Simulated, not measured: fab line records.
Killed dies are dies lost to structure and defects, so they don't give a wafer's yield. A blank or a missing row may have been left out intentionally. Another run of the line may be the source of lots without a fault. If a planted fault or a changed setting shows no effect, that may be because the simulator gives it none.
Which tool was responsible? | flow n5-finfet | 36 wafers from 12 lots sampled at 4 of the route's 1938 steps

== WHAT EACH GAUGE READ, for each wafer ==
N5_BEOL_M8_INSPECT_58: inspects for defects (darkfield).
lot  | measured     | on                | raw-defect-count
L166 | day 9 11:49  | defect-inspect-02 | 64 88 128
L167 | day 10 03:44 | defect-inspect-02 | 72 77 51
L168 | day 10 09:51 | defect-inspect-02 | 63 92 47
L169 | day 10 14:01 | defect-inspect-01 | 59 58 62
L173 | day 11 13:55 | defect-inspect-02 | 98 77 89
L176 | day 11 14:37 | defect-inspect-02 | 70 73 66
L175 | day 12 05:55 | defect-inspect-01 | 79 115 93
L178 | day 12 14:38 | defect-inspect-01 | 73 70 83
L177 | day 12 16:20 | defect-inspect-02 | 72 40 72
L180 | day 13 09:18 | defect-inspect-01 | 54 59 41
L187 | day 14 07:58 | defect-inspect-01 | 31 62 74
L188 | day 15 00:40 | defect-inspect-01 | 87 51 64

N5_BEOL_M9_OVL_MEAS_29.
lot  | measured     | on         | V8_OVL (nm)
L166 | day 9 18:01  | overlay-02 | 0.6 -1.1 -0.1
L167 | day 10 08:32 | overlay-01 | 0.1 1.2 0.0
L168 | day 10 12:34 | overlay-02 | -0.1 0.1 0.3
L169 | day 10 17:16 | overlay-02 | 0.3 1.0 0.8
L173 | day 11 16:08 | overlay-01 | 0.2 0.2 0.4
L176 | day 11 18:18 | overlay-01 | -0.3 0.4 0.5
L175 | day 12 10:10 | overlay-02 | -0.1 -0.3 -0.1
L178 | day 12 17:44 | overlay-02 | 0.3 -0.5 -0.1
L177 | day 12 20:37 | overlay-02 | 0.2 0.6 -0.7
L180 | day 13 11:43 | overlay-01 | 1.1 1.7 0.6
L187 | day 14 12:53 | overlay-02 | -0.2 -0.6 -0.2
L188 | day 15 03:50 | overlay-02 | 0.5 0.2 0.8

== WHAT TOOL EACH LOT RAN ON (gives the tool, then ch and the chambers of the sampled wafers, and finally the start) ==
lot  | N5_BEOL_M8_SPUTTER_48        | N5_BEOL_M9_COAT_63
L166 | pvd-sputter-03, day 9 10:34  | litho-track-03 ch 0, day 9 17:35
L167 | pvd-sputter-01, day 10 02:47 | litho-track-04 ch 0, day 10 08:05
L168 | pvd-sputter-02, day 10 08:15 | litho-track-03 ch 0, day 10 12:16
L169 | pvd-sputter-03, day 10 13:01 | litho-track-04 ch 0, day 10 16:58
L173 | pvd-sputter-01, day 11 12:57 | litho-track-03 ch 0, day 11 15:43
L176 | pvd-sputter-03, day 11 13:40 | litho-track-04 ch 0, day 11 18:00
L175 | pvd-sputter-01, day 12 04:49 | litho-track-04 ch 0, day 12 09:44
L178 | pvd-sputter-02, day 12 13:35 | litho-track-02 ch 0, day 12 17:19
L177 | pvd-sputter-02, day 12 15:22 | litho-track-02 ch 0, day 12 20:11
L180 | pvd-sputter-02, day 13 08:20 | litho-track-02 ch 0, day 13 11:17
L187 | pvd-sputter-02, day 14 06:58 | litho-track-02 ch 0, day 14 12:36
L188 | pvd-sputter-01, day 14 23:42 | litho-track-02 ch 0, day 15 03:25
- N5_BEOL_M8_SPUTTER_48: material Cu, target thk 10 nm, time 1.667 s.
- N5_BEOL_M9_COAT_63: time 60 s, resist thk 60 nm.

== AS READ BY THE TOOLS THEMSELVES (means over the sampled wafers that have a number; for cases with no such wafer, the mark the record gives instead) ==
N5_BEOL_M8_SPUTTER_48.
lot  | tool           | cathode-dc-power-W (W) | chuck-gas-flow-sccm (sccm) | throttle-valve-pct (%)
L166 | pvd-sputter-03 | 26004                  | 1.27                       | 31.3
L167 | pvd-sputter-01 | 26001                  | 1.27                       | 29.8
L168 | pvd-sputter-02 | 26000                  | 1.28                       | 30.0
L169 | pvd-sputter-03 | 25994                  | 1.26                       | 31.2
L173 | pvd-sputter-01 | 25998                  | 1.29                       | 29.8
L176 | pvd-sputter-03 | 25997                  | 1.28                       | 31.1
L175 | pvd-sputter-01 | 26002                  | 1.25                       | 30.2
L178 | pvd-sputter-02 | 26002                  | 1.33                       | 30.5
L177 | pvd-sputter-02 | 26002                  | 1.24                       | 29.7
L180 | pvd-sputter-02 | 26002                  | 1.21                       | 29.9
L187 | pvd-sputter-02 | 26001                  | 1.32                       | 29.8
L188 | pvd-sputter-01 | 26001                  | 1.27                       | 29.8

N5_BEOL_M9_COAT_63.
lot  | tool           | exhaust-pa (Pa) | spin-speed-rpm (rpm)
L166 | litho-track-03 | 46.3            | 1498.7
L167 | litho-track-04 | 45.0            | 1499.2
L168 | litho-track-03 | 44.6            | 1500.0
L169 | litho-track-04 | 46.2            | 1501.4
L173 | litho-track-03 | 45.5            | 1500.6
L176 | litho-track-04 | 43.8            | 1499.8
L175 | litho-track-04 | 46.1            | 1498.8
L178 | litho-track-02 | 45.6            | 1499.3
L177 | litho-track-02 | 45.5            | 1500.2
L180 | litho-track-02 | 45.2            | 1500.4
L187 | litho-track-02 | 46.0            | 1171.5
L188 | litho-track-02 | 44.1            | 1172.4

== THE ANSWER, worked out from the rows above alone ==
Rule: what is usual is taken from the lots themselves. Put in order of their means at a reading, lots are off if they are a third of the lots or fewer, leave a main group of 4 or more, and stand apart from it by a gap of 3 or more times the standard deviation of the main group's means; of several such gaps the widest counts. A main group whose means are all the same, to the digits that the tables above print for the reading, isn't used. A lot without any number at a reading at which 4 lots or more have one is off too. The other lots that the step has rows for count as sound. Order of review: gauges by route order, followed by the tools' own readings, for which a lot's mean as printed above is used. The first step at which some lot is off is used, and at that step the reading that is off furthest; a lot without a number counts as furthest.
Off, at N5_BEOL_M9_COAT_63 on spin-speed-rpm: L187, L188. The main group: mean 1499.8 rpm, standard deviation 0.81.
If a tool, at that step or one of the process steps before it, ran each lot that is off and ran no sound lot following the first of them, it fits. One fits: litho-track-02 at N5_BEOL_M9_COAT_63. Its last sound lot is L180 (day 13 11:17), its first lot that is off L187 (day 14 12:36): a fault that began between those two fits.
On the lots that are off, the tool's own readings at N5_BEOL_M9_COAT_63 differ by more than 5 times the standard deviation of the sound lots' means, which bears it out; spin-speed-rpm reads 1172.0 rpm there versus 1499.8 rpm on the sound lots.

== WHAT THE SIMULATOR PUT IN ==
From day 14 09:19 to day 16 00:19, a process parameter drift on litho-track-02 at N5_BEOL_M9_COAT_63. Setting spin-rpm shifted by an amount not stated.
Shown lots that were struck: L187, L188. The rule above found the same.
